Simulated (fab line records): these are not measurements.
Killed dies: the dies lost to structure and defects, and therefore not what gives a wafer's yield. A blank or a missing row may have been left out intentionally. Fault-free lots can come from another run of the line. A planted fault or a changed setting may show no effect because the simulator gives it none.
fab line records | flow n5Finfet
[record] lots = 10 wafers = 28 lastDay = 18
route steps=1938 shown BEOL_M4@1111 MIM_BOT_ETCH@1868 PASSIVATION@1910
lots with no fault: from the same line, run without faults
startH: the number of hours between the record's first day and the start of the first shown wafer of the lot | waitH: time in hours since the lot's previous step | " repeats the value in the row above | L1.1+2: several wafers, shown together as one row | - no value, or no start was given | * or withheld: withheld | < > ~ a bound
route shown NAME@n: a module of which the file shows steps, and the number in the route of the first | usual: mean/standard deviation taken from wafers without a fault | same: alike in all rows | chamber/n: place in a boat | sites: readings site by site | _std_site: the values' standard deviation | _edge_site: outer sites' mean less inner sites' | radiusMm: how far each site lies from the wafer's centre | mask NAME#n: copy n | behind: the tool/chamber that last shaped the wafer | hold: cause of the lot's hold/its duration in hours/its outcome | device: names the non-switching transistor (n, p or np) | end of line: the same wafers' tests at the end of the route | where a step has no rows: the recipe by itself | killed: count of dies lost to structure and defects at first sort (not the wafer's yield) | map: shows each die of a wafer: x if killed, . if not, _ if none is there
set.NAME: setting as actually run; set.NAME@STEP: the setting as run at that earlier step | model.NAME: the simulator's own value behind a step, which no gauge read
steps of the route over a sample of lots; a table a step, a row a wafer
services: from which hour (startH, from the record's first day; less than 0 if before it) a tool's chamber was out of use, for how many hours, and why
[[steps]]
[step N5_BEOL_M4_RC_MEAS_101]
[usual] DIBL_N = 36.5/2.2 DIBL_P = 36.9/2.9 IOFF_N = 0.17/0.044 IOFF_P = 0.22/0.052 ION_N = 671/16 ION_P = 461/10 SS_N = 71.6/0.73 SS_P = 73.5/0.79 VT_N = 250/4.1 VT_P = -250/4.1
// columns lot.wafer tool chamber startH waitH DIBL_N[mV/V] DIBL_P[mV/V] IOFF_N[nA/um] IOFF_P[nA/um] ION_N[uA/um] ION_P[uA/um] SS_N[mV/dec] SS_P[mV/dec] VT_N[mV] VT_P[mV]
L633.1 prober-01 0 178.63 0.0 34.2 34.7 0.12 0.16 667 455 70.9 72.1 253 -255
L633.5 " 0 " " 35.1 37.1 0.13 0.19 674 463 71.0 72.9 252 -254
L633.6 " 0 " " 32.4 30.0 0.09 0.10 647 440 70.4 71.1 260 -262
L635.4 prober-01 0 203.46 0.5 34.2 34.5 0.11 0.18 655 451 71.1 72.1 258 -254
L635.5 " 0 " " 37.0 38.1 0.16 0.22 655 448 72.2 73.3 250 -252
L635.6 " 0 " " 35.7 37.1 0.13 0.21 668 463 71.2 72.9 252 -251
L637.4 prober-02 0 209.55 0.5 35.4 33.8 0.14 0.16 645 443 71.9 72.2 251 -253
L637.5 " 0 " " 36.6 36.8 0.15 0.21 653 449 72.1 73.5 252 -249
L637.6 " 0 " " 31.5 31.6 0.09 0.14 640 446 70.9 71.8 257 -253
L639.3 prober-01 0 213.08 0.3 37.5 38.7 0.20 0.24 692 466 72.0 74.6 246 -251
L639.4 " 0 " " 34.3 35.8 0.14 0.20 654 450 71.6 73.7 253 -252
L639.5 " 0 " " 36.0 36.9 0.16 0.20 671 457 72.1 73.9 251 -249
L649.1 prober-02 0 286.97 0.0 38.1 37.6 0.21 0.26 680 465 71.9 73.6 245 -246
L649.2 " 0 " " 38.3 38.7 0.21 0.26 685 468 72.3 74.0 244 -249
L649.6 " 0 " " 37.2 37.2 0.20 0.24 688 465 71.7 73.9 246 -249
L650.2 prober-02 0 290.77 0.2 34.6 35.2 0.13 0.19 662 461 71.6 72.9 252 -250
L650.3 " 0 " " 38.4 41.1 0.23 0.30 700 477 71.5 74.3 240 -246
L650.4 " 0 " " 37.3 39.9 0.18 0.30 656 459 71.9 74.1 248 -244
L648.2 prober-01 0 291.34 0.4 38.2 39.8 0.20 0.26 690 471 72.4 74.4 245 -245
L648.3 " 0 " " 38.2 39.8 0.20 0.25 684 468 72.4 73.7 249 -249
L648.6 " 0 " " 37.2 38.8 0.19 0.24 687 463 72.5 73.9 245 -248
L651.2 prober-01 0 297.22 0.2 32.5 32.7 0.11 0.14 658 455 69.8 71.9 252 -255
L651.4 " 0 " " 40.5 41.8 0.22 0.26 677 461 72.3 75.3 247 -249
L651.6 " 0 " " 35.3 35.7 0.14 0.18 657 453 70.3 73.5 251 -253
L652.5 prober-02 0 297.47 0.6 34.6 34.3 0.13 0.16 652 445 71.5 72.7 253 -253
L652.6 " 0 " " 36.5 37.3 0.18 0.20 669 453 71.7 73.7 245 -250
L653.2 prober-02 0 315.73 0.2 35.1 34.2 0.16 0.24 682 478 71.1 72.9 251 -243
L653.5 " 0 " " 40.6 41.2 0.31 0.38 707 487 72.5 74.8 241 -238
[step N5_MIM_BOT_ETCH_ETCH_00]
[recipe] chemistry = Cl2/BCl3 target = TiN targetDepthA = 455 ionEnergyEv = 150 pressureMtorr = 10 icpW = 1000 biasW = 126 Cl2_flow_sccm = 53.25 bcl3FlowSccm = 21.75 Ar_flow_sccm = 25
[usual] drypumpMotorCurrentA = 5.7/0.38 oesProductAu = 0.81/0.078 throttleValvePct = 22.1/0.33
// columns lot.wafer tool chamber startH waitH drypumpMotorCurrentA oesProductAu rfHoursCounterH throttleValvePct
L633.1 rieMetal-02 0 277.56 0.1 5.8 0.65 114 22.1
L633.5 " 1 " " 5.6 0.79 - 22.5
L633.6 " 0 " " 5.8 0.65 - 22.1
L635.4 rieMetal-02 1 295.65 0.1 5.6 0.79 - 22.4
L635.5 " 1 " " 5.6 0.79 - 22.5
L635.6 " 0 " " 5.8 0.65 - 22.1
L637.4 rieMetal-01 0 313.41 0.1 5.2 0.94 - 21.5
L637.5 " 1 " " 6.2 0.90 - 22.3
L637.6 " 0 " " 5.2 0.93 - 21.5
L639.3 rieMetal-02 1 316.63 0.2 5.6 0.79 - 22.5
L639.4 " 1 " " 5.6 0.79 - 22.4
L639.5 " 1 " " 5.6 0.78 - 22.5
L649.1 rieMetal-01 0 385.52 0.1 5.2 0.68 10 21.9
L649.2 " 1 " " 6.2 0.65 9 22.6
L649.6 " 1 " " 6.2 0.65 - 22.6
L650.2 rieMetal-03 1 391.79 0.2 6.2 0.77 - 21.9
L650.3 " 1 " " 6.2 0.77 - 21.9
L650.4 " 1 " " 6.2 0.77 - 21.9
L648.2 rieMetal-01 0 401.64 0.1 5.2 0.67 11 21.9
L648.3 " 1 " " 6.2 0.65 - 22.6
L648.6 " 1 " " 6.2 0.65 - 22.6
L652.5 rieMetal-02 0 403.64 0.1 5.8 0.95 - 22.2
L652.6 " 1 " " 5.6 0.78 - 22.4
L651.2 rieMetal-02 0 407.79 0.1 5.8 0.94 6 22.2
L651.4 " 0 " " 5.8 0.94 - 22.1
L651.6 " 1 " " 5.6 0.77 - 22.4
L653.2 rieMetal-02 1 418.84 0.1 5.6 0.77 45 22.5
L653.5 " 1 " " 5.6 0.76 - 22.4
[step N5_PASSIVATION_ETCH_59]
[recipe] chemistry = Cl2/BCl3 target = TaN targetDepthA = 650 timeS = 34.9 ionEnergyEv = 100 pressureMtorr = 10 icpW = 900 biasW = 100 Cl2_flow_sccm = 60 bcl3FlowSccm = 30
[usual] drypumpMotorCurrentA = 5.7/0.39 oesProductAu = 0.82/0.07 throttleValvePct = 21.2/0.32
// columns lot.wafer tool chamber startH waitH drypumpMotorCurrentA oesProductAu rfHoursCounterH throttleValvePct
L633.1 rieMetal-03 1 286.12 0.3 6.2 0.80 31 21.0
L633.5 " 1 " " 6.2 0.80 - 21.0
L633.6 " 0 " " 5.3 0.80 - 20.8
L635.4 rieMetal-01 0 302.92 0.2 5.2 0.94 - 20.7
L635.5 " 0 " " 5.2 0.94 - 20.7
L635.6 " 1 " " 6.2 0.89 - 21.5
L637.4 rieMetal-03 1 318.88 0.2 6.2 0.79 - 21.0
L637.5 " 0 " " 5.3 0.80 - 20.8
L637.6 " 1 " " 6.2 0.79 - 21.0
L639.3 rieMetal-02 1 320.88 0.5 5.6 0.79 - 21.6
L639.4 " 1 " " 5.6 0.79 - 21.6
L639.5 " 1 " " 5.6 0.78 - 21.6
L650.2 rieMetal-01 1 397.42 0.3 6.2 0.85 10 21.5
L650.3 " 1 " " 6.2 0.85 - 21.5
L650.4 " 0 " " 5.2 0.89 - 20.7
L652.5 rieMetal-03 1 407.66 0.1 6.2 0.78 - 21.0
L652.6 " 0 " " 5.3 0.77 - 20.8
L651.2 rieMetal-02 1 412.65 0.3 5.6 0.76 44 21.6
L651.4 " 0 " " 5.8 0.94 - 21.3
L651.6 " 0 " " 5.8 0.93 - 21.3
L653.2 rieMetal-02 1 425.23 0.3 5.6 0.76 46 21.6
L653.5 " 0 " " 5.8 0.92 - 21.4
[step N5_PASSIVATION_INSPECT_67]
[recipe] mode = adi inspectInstrument = macro
[usual] rawDefectCount = 1.9/1.5
// columns lot.wafer tool chamber startH waitH rawDefectCount
L633.1 defectInspect-02 - 287.73 0.0 2
L633.5 " - " " 0
L633.6 " - " " 0
L635.4 defectInspect-01 - 304.23 0.0 3
L635.5 " - " " 0
L635.6 " - " " 5
L637.4 defectInspect-02 - 320.18 0.0 7
L637.5 " - " " 1
L637.6 " - " " 2
L639.3 defectInspect-02 - 322.17 0.0 5
L639.4 " - " " 1
L639.5 " - " " 1
L650.2 defectInspect-02 - 398.76 0.0 1
L650.3 " - " " 2
L650.4 " - " " 0
L652.5 defectInspect-02 - 408.96 0.0 2
L652.6 " - " " 1
L651.2 defectInspect-02 - 413.87 0.0 1
L651.4 " - " " 1
L651.6 " - " " 2
L653.2 defectInspect-02 - 426.44 0.0 1
L653.5 " - " " 1
[step N5_PASSIVATION_STRIP_48]
[recipe] chemistry = O2 powerW = 600 tempC = 60 pressureMtorr = 30 rfFrequencyHz = 6e+07 biasPowerW = 0 overashFraction = 0.5 o2FlowSccm = 225
[usual] drypumpMotorCurrentA = 5.6/0.52 oesProductAu = 0.80/0.091 rfVppV = 3.8/2.6 showerheadPlenumPTorr = 2.10/0.06 throttleValvePct = 16.71/0.26
// columns lot.wafer tool chamber startH waitH drypumpMotorCurrentA oesProductAu rfHoursCounterH rfVppV showerheadPlenumPTorr throttleValvePct
L633.1 rieDiel-05 3 288.39 0.1 5.6 0.97 12 0.8 2.16 16.40
L633.5 " 2 " " 5.9 0.82 - 3.3 2.04 16.55
L633.6 " 1 " " 4.9 0.69 - 3.4 2.08 16.52
L635.4 rieDiel-02 2 304.83 0.0 5.1 0.64 - 2.6 2.16 16.91
L635.5 " 0 " " 6.2 0.90 - 3.0 2.17 16.87
L635.6 " 1 " " 5.8 0.71 - 1.4 2.11 17.13
L637.4 rieDiel-06 3 320.96 0.1 4.8 0.86 84 4.2 2.04 16.22
L637.5 " 2 " " 5.4 0.87 - 1.4 2.14 16.75
L637.6 " 1 " " 6.5 0.76 - 1.7 2.11 16.31
L639.3 rieDiel-02 1 322.82 0.1 5.7 0.71 191 4.4 2.11 17.06
L639.4 " 3 " " 5.3 0.88 - 4.7 2.15 16.95
L639.5 " 1 " " 5.7 0.73 - 2.0 2.11 17.21
L650.2 rieDiel-02 3 399.85 0.1 5.3 0.81 74 4.1 2.14 16.91
L650.3 " 2 " " 5.1 0.93 16 5.1 2.15 16.40
L650.4 " 0 " " 6.2 0.87 44 1.0 2.15 17.01
L652.5 rieDiel-02 1 409.65 0.0 5.8 0.69 - 5.9 2.09 17.24
L652.6 " 2 " " 5.1 0.92 - 11.6 2.15 16.54
L651.2 rieDiel-06 3 414.45 0.1 4.8 0.79 119 3.3 2.03 16.33
L651.4 " 1 " " 6.6 0.74 159 3.3 2.09 16.34
L651.6 " 1 " " 6.5 0.78 - 4.4 2.10 16.35
L653.2 rieDiel-02 1 427.03 0.1 5.8 0.70 230 6.0 2.09 17.17
L653.5 " 3 " " 5.3 0.79 - 7.9 2.13 16.98
[step N5_PASSIVATION_PROBE_49]
[usual] defectLimitedYield = 91.3/1.4 killed_at_M0_to_M3 = 36/10 killed_at_M4_up = 13/5.4 killedAtContacts = 12/5.3 killedAtFrontEnd = 39/10 killedAtOther = 3.2/2.7 killedDies = 103/16 killedOnRim = 13/4 killedOpen = 68/13 killedShort = 33/6.6 sort_bin_5_function = 5.1/0.92 sort_bin_6_memory = 3.3/0.68 sort_bin_8_speed = 0.1/0.41 sortNPass = 1077/17 sortYieldPct = 91.2/1.4
[same] grossDies = 1180 killedAtBackSide = 0 sort_bin_4_leakage[%] = 0
// columns lot.wafer tool chamber startH waitH defectLimitedYield[%] killed_at_M0_to_M3 killed_at_M4_up killedAtContacts killedAtFrontEnd killedAtOther killedDies killedOnRim killedOpen killedShort sort_bin_5_function[%] sort_bin_6_memory[%] sort_bin_8_speed[%] sortNPass sortYieldPct[%]
L633.1 prober-01 - 290.89 0.0 91.8 37 6 23 31 0 97 12 63 33 4.7 3.2 0 1083 91.8
L633.5 prober-01 - 291.09 0.2 91.0 45 8 11 39 3 106 7 69 34 4.9 3.5 0 1074 91.0
L633.6 prober-01 - 291.14 0.3 91.4 51 8 11 31 1 102 15 67 34 5.9 2.4 0.2 1076 91.2
L637.4 prober-01 - 323.60 0.2 90.3 36 23 13 41 1 114 15 80 32 6.2 3.2 0.2 1064 90.2
L637.5 prober-01 - 323.65 0.2 89.2 62 7 15 42 1 127 16 90 35 6.9 3.8 0.1 1052 89.2
L637.6 prober-01 - 323.70 0.3 91.9 46 12 15 21 2 96 7 63 32 4.7 3.2 0.8 1074 91.0
L649.1 prober-02 - 395.68 0.4 0 27 18 14 40 1081 1180 152 64 35 96.3 3.3 0 0 0
L649.2 prober-02 - 395.73 0.4 0 27 9 7 35 1102 1180 152 53 21 97.4 2.4 0 0 0
L649.6 prober-02 - 395.93 0.6 0 19 11 8 30 1112 1180 152 49 17 97.2 2.7 0 0 0
L650.2 prober-01 - 402.41 0.1 94.0 19 13 9 29 1 71 3 54 16 4.2 1.6 0 1109 94.0
L650.3 prober-01 - 402.46 0.1 90.6 32 2 23 50 4 111 10 74 37 6.0 3.1 0 1069 90.6
L650.4 prober-01 - 402.51 0.2 92.5 23 12 22 29 2 88 14 64 24 4.5 2.7 0 1092 92.5
L648.2 prober-01 - 412.06 0.1 0 29 14 8 34 1095 1180 152 61 30 96.4 3.1 0 0 0
L648.3 prober-01 - 412.11 0.1 0 51 13 11 48 1057 1180 152 94 30 95.2 4.4 0 0 0
L648.6 prober-01 - 412.26 0.3 0 32 12 10 61 1065 1180 152 69 51 96.4 3.2 0 0 0
L652.5 prober-02 - 412.34 0.2 90.8 30 10 16 48 4 108 18 70 38 5.0 3.6 0 1072 90.8
L652.6 prober-02 - 412.39 0.3 90.0 34 19 12 48 5 118 17 83 35 5.5 4.2 0 1062 90.0
L651.2 prober-01 - 417.00 0.1 91.5 47 1 10 40 2 100 11 75 21 5.2 3.2 0 1080 91.5
L651.4 prober-01 - 417.10 0.2 89.1 60 8 9 46 6 129 17 95 30 6.2 4.5 0 1051 89.1
L651.6 prober-01 - 417.20 0.3 88.6 51 11 19 51 2 134 22 95 32 7.2 3.6 0 1046 88.6
L653.2 prober-01 - 429.97 0.1 92.5 23 25 3 37 1 89 15 61 27 4.8 2.3 0 1091 92.5
L653.5 prober-01 - 430.12 0.2 90.3 39 31 6 36 2 114 17 70 41 5.2 4.0 0 1066 90.3
// killed by level:class
L633.1 MOL_CONTACT_COAG:geometricParticle:open=19 BEOL_M0_SAQP:geometricParticle:open=9 GATE_CUT:geometricParticle:short=8 BEOL_M3:geometricParticle:open=7 BEOL_M0_SAQP:geometricParticle:short=6 FIN_SAQP:geometricParticle:open=5 FIN_SAQP:geometricParticle:short=5 BEOL_M2:geometricParticle:open=5
L633.5 FIN_SAQP:geometricParticle:open=13 MOL_CONTACT_COAG:geometricParticle:open=10 BEOL_M3:geometricParticle:open=9 BEOL_M0_SAQP:geometricParticle:open=8 BEOL_M0:geometricParticle:short=8 BEOL_M0_SAQP:geometricParticle:short=6 FIN_SAQP:geometricParticle:short=5 STI_FIN_REVEAL:geometricParticle:open=4
L633.6 MOL_CONTACT_COAG:geometricParticle:open=10 BEOL_M2:geometricParticle:open=10 BEOL_M0_SAQP:geometricParticle:short=8 STI_FIN_REVEAL:geometricParticle:open=7 BEOL_M0_SAQP:geometricParticle:open=7 BEOL_M3:geometricParticle:open=7 GATE_CUT:geometricParticle:short=6 BEOL_M0:geometricParticle:short=5
L637.4 STI_FIN_REVEAL:geometricParticle:open=13 BEOL_M4:geometricParticle:open=13 MOL_CONTACT_COAG:geometricParticle:open=11 BEOL_M0_SAQP:geometricParticle:short=9 BEOL_M2:geometricParticle:open=8 STI_FIN_REVEAL:geometricParticle:short=6 GATE_CUT:geometricParticle:open=5 BEOL_M1:geometricParticle:open=5
L637.5 BEOL_M0_SAQP:geometricParticle:short=12 BEOL_M0:geometricParticle:open=11 MOL_CONTACT_COAG:geometricParticle:open=11 BEOL_M0_SAQP:geometricParticle:open=11 BEOL_M3:geometricParticle:open=9 BEOL_M1:geometricParticle:open=8 FIN_SAQP:geometricParticle:open=7 GATE_CUT:geometricParticle:open=6
L637.6 MOL_CONTACT_COAG:geometricParticle:open=12 BEOL_M0_SAQP:geometricParticle:open=11 BEOL_M0_SAQP:geometricParticle:short=11 BEOL_M3:geometricParticle:open=9 FIN_SAQP:geometricParticle:short=6 STI_FIN_REVEAL:geometricParticle:open=6 BEOL_M2:geometricParticle:open=4 BEOL_M5:geometricParticle:open=4
L649.1 MIM_BOT_ETCH:areaEtch=1079 FIN_SAQP:geometricParticle:short=14 MOL_CONTACT_COAG:geometricParticle:open=12 BEOL_M4:geometricParticle:open=11 BEOL_M3:geometricParticle:open=9 BEOL_M1:geometricParticle:open=7 FIN_SAQP:geometricParticle:open=6 BEOL_M3:geometricParticle:short=4
L649.2 MIM_BOT_ETCH:areaEtch=1102 BEOL_M3:geometricParticle:open=10 MOL_CONTACT_COAG:geometricParticle:open=7 BEOL_M1:geometricParticle:open=7 ILD0:geometricParticle:short=6 FIN_SAQP:geometricParticle:open=5 STI_FIN_REVEAL:geometricParticle:short=4 DUMMY_GATE:geometricParticle:open=4
L649.6 MIM_BOT_ETCH:areaEtch=1112 BEOL_M1:geometricParticle:open=10 MOL_CONTACT_COAG:geometricParticle:open=8 FIN_SAQP:geometricParticle:short=6 FIN_SAQP:geometricParticle:open=4 DUMMY_GATE:geometricParticle:open=4 BEOL_M4:geometricParticle:open=4 BEOL_M3:geometricParticle:open=3
L650.2 STI_FIN_REVEAL:geometricParticle:open=11 BEOL_M4:geometricParticle:open=8 MOL_CONTACT_COAG:geometricParticle:open=6 ILD0:geometricParticle:open=4 BEOL_M0_SAQP:geometricParticle:short=4 BEOL_M0:geometricParticle:open=4 BEOL_M2:geometricParticle:open=4 MOL_CONTACT_COAG:geometricParticle:short=3
L650.3 MOL_CONTACT_COAG:geometricParticle:open=17 FIN_SAQP:geometricParticle:short=10 STI_FIN_REVEAL:geometricParticle:open=10 BEOL_M1:geometricParticle:open=10 BEOL_M2:geometricParticle:open=10 FIN_SAQP:geometricParticle:open=8 GATE_CUT:geometricParticle:short=7 MOL_CONTACT_COAG:geometricParticle:short=6
L650.4 MOL_CONTACT_COAG:geometricParticle:open=16 BEOL_M2:geometricParticle:open=8 MOL_CONTACT_COAG:geometricParticle:short=6 BEOL_M4:geometricParticle:open=6 FIN_SAQP:geometricParticle:open=5 STI_FIN_REVEAL:geometricParticle:open=5 DUMMY_GATE:geometricParticle:open=5 BEOL_M3:geometricParticle:open=4
L648.2 MIM_BOT_ETCH:areaEtch=1088 BEOL_M1:geometricParticle:open=8 FIN_SAQP:geometricParticle:open=7 MOL_CONTACT_COAG:geometricParticle:open=6 FIN_SAQP:geometricParticle:short=5 BEOL_M0:geometricParticle:open=5 BEOL_M4:geometricParticle:open=4 PASS1_CAP:geometricParticle:open=4
L648.3 MIM_BOT_ETCH:areaEtch=1053 BEOL_M2:geometricParticle:open=19 BEOL_M3:geometricParticle:open=11 DUMMY_GATE:geometricParticle:open=8 MOL_CONTACT_COAG:geometricParticle:open=8 STI_FIN_REVEAL:geometricParticle:open=7 GATE_CUT:geometricParticle:open=7 FIN_SAQP:geometricParticle:short=6
L648.6 MIM_BOT_ETCH:areaEtch=1059 STI_FIN_REVEAL:geometricParticle:open=15 BEOL_M3:geometricParticle:short=9 FIN_SAQP:geometricParticle:short=8 FIN_SAQP:geometricParticle:open=7 DUMMY_GATE:geometricParticle:open=7 MOL_CONTACT_COAG:geometricParticle:open=7 BEOL_M4:geometricParticle:open=6
L652.5 STI_FIN_REVEAL:geometricParticle:open=14 MOL_CONTACT_COAG:geometricParticle:open=14 BEOL_M1:geometricParticle:open=8 FIN_SAQP:geometricParticle:short=7 FIN_SAQP:geometricParticle:open=6 BEOL_M0_SAQP:geometricParticle:short=6 BEOL_M0_SAQP:geometricParticle:open=5 ILD0:geometricParticle:short=4
L652.6 STI_FIN_REVEAL:geometricParticle:open=14 FIN_SAQP:geometricParticle:short=12 MOL_CONTACT_COAG:geometricParticle:open=12 FIN_SAQP:geometricParticle:open=11 BEOL_M4:geometricParticle:open=11 BEOL_M0_SAQP:geometricParticle:open=7 BEOL_M1:geometricParticle:open=7 BEOL_M0_SAQP:geometricParticle:short=5
L651.2 BEOL_M3:geometricParticle:open=24 FIN_SAQP:geometricParticle:open=14 MOL_CONTACT_COAG:geometricParticle:open=9 FIN_SAQP:geometricParticle:short=5 DUMMY_GATE:geometricParticle:open=5 BEOL_M0_SAQP:geometricParticle:open=5 BEOL_M3:geometricParticle:short=5 BEOL_M0_SAQP:geometricParticle:short=4
L651.4 BEOL_M2:geometricParticle:open=21 FIN_SAQP:geometricParticle:open=18 BEOL_M3:geometricParticle:open=16 STI_FIN_REVEAL:geometricParticle:open=10 FIN_SAQP:geometricParticle:short=9 MOL_CONTACT_COAG:geometricParticle:open=7 BEOL_M0_SAQP:geometricParticle:short=5 BEOL_M0_SAQP:geometricParticle:open=5
L651.6 MOL_CONTACT_COAG:geometricParticle:open=17 FIN_SAQP:geometricParticle:open=15 STI_FIN_REVEAL:geometricParticle:open=12 BEOL_M2:geometricParticle:open=12 BEOL_M0_SAQP:geometricParticle:short=9 BEOL_M3:geometricParticle:open=8 BEOL_M0_SAQP:geometricParticle:open=6 HKMG_FIN:areaEtch=6
L653.2 BEOL_M4:geometricParticle:open=14 STI_FIN_REVEAL:geometricParticle:open=13 BEOL_M0_SAQP:geometricParticle:short=8 FIN_SAQP:geometricParticle:open=7 BEOL_M5:geometricParticle:open=5 DUMMY_GATE:geometricParticle:open=4 BEOL_M0_SAQP:geometricParticle:open=4 FIN_SAQP:geometricParticle:short=3
L653.5 BEOL_M2:geometricParticle:open=16 BEOL_M4:geometricParticle:open=16 FIN_SAQP:geometricParticle:open=8 FIN_SAQP:geometricParticle:short=8 BEOL_M0_SAQP:geometricParticle:open=8 MOL_CONTACT_COAG:geometricParticle:open=4 BEOL_M0_SAQP:geometricParticle:short=4 BEOL_M4:geometricParticle:short=4
[[services]]
// columns tool chamber startH hours kind
rieMetal-01 1 255.86 23.3 repair
rieDiel-02 0 271.52 9.9 repair
rieDiel-02 0 281.47 - clean
rieDiel-02 0 281.47 - consumableReplace:focusRing
rieDiel-02 0 281.47 15.5 scheduledDown
rieDiel-02 0 281.47 15.5 ventCycle
rieDiel-02 3 287.60 16.7 repair
rieMetal-02 0 314.15 - clean
rieMetal-02 0 314.15 19.6 scheduledDown
rieMetal-02 0 314.15 19.6 ventCycle
rieDiel-02 2 321.25 - clean
rieDiel-02 2 321.25 - consumableReplace:focusRing
rieDiel-02 2 321.25 26.4 scheduledDown
rieDiel-02 2 321.25 26.4 ventCycle
rieMetal-02 - 331.82 0.9 repair
rieDiel-02 1 334.26 5.1 repair
rieMetal-01 - 373.97 2.8 pm
rieDiel-05 2 374.65 24.2 repair
rieMetal-03 0 387.08 9.1 repair
rieDiel-06 0 396.96 - clean
rieDiel-05 2 401.37 11.0 repair
rieDiel-02 3 401.91 5.7 repair
rieDiel-05 2 413.41 9.1 repair
rieDiel-06 3 415.78 14.3 repair
[[key]]
[firstSign] step = N5_MIM_BOT_ETCH_ETCH_00 reading = oesProductAu direction = down sigmas = 2 usual = 0.81 struck = 0.66
[effect] step = N5_PASSIVATION_PROBE_49 reading = killedAtOther direction = up sigmas = 99+ usual = 3.2 struck = 1085.3
[moreKillsBornAt] N5_MIM_BOT_ETCH_ETCH_00@rieMetal-01 = 6493
metAt N5_MIM_BOT_ETCH_ETCH_00
struckLots L648,L649
laterRowsLeftOut L648.2,L648.3,L648.6,L649.1,L649.2,L649.6
notActingAt N5_PASSIVATION_ETCH_59,N5_PASSIVATION_INSPECT_67,N5_PASSIVATION_STRIP_48
onsetBetween 313.41 385.52
[fault] kind = processParameterDrift tool = rieMetal-01 chamber = - onsetH = 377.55 steps = N5_MIM_BOT_ETCH_ETCH_00 channel = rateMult offset = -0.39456 shape = step endH = 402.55
// laterRowsLeftOut: the simulator's readings of these wafers behind a module that went badly wrong aren't trusted and aren't shown, but for the sort
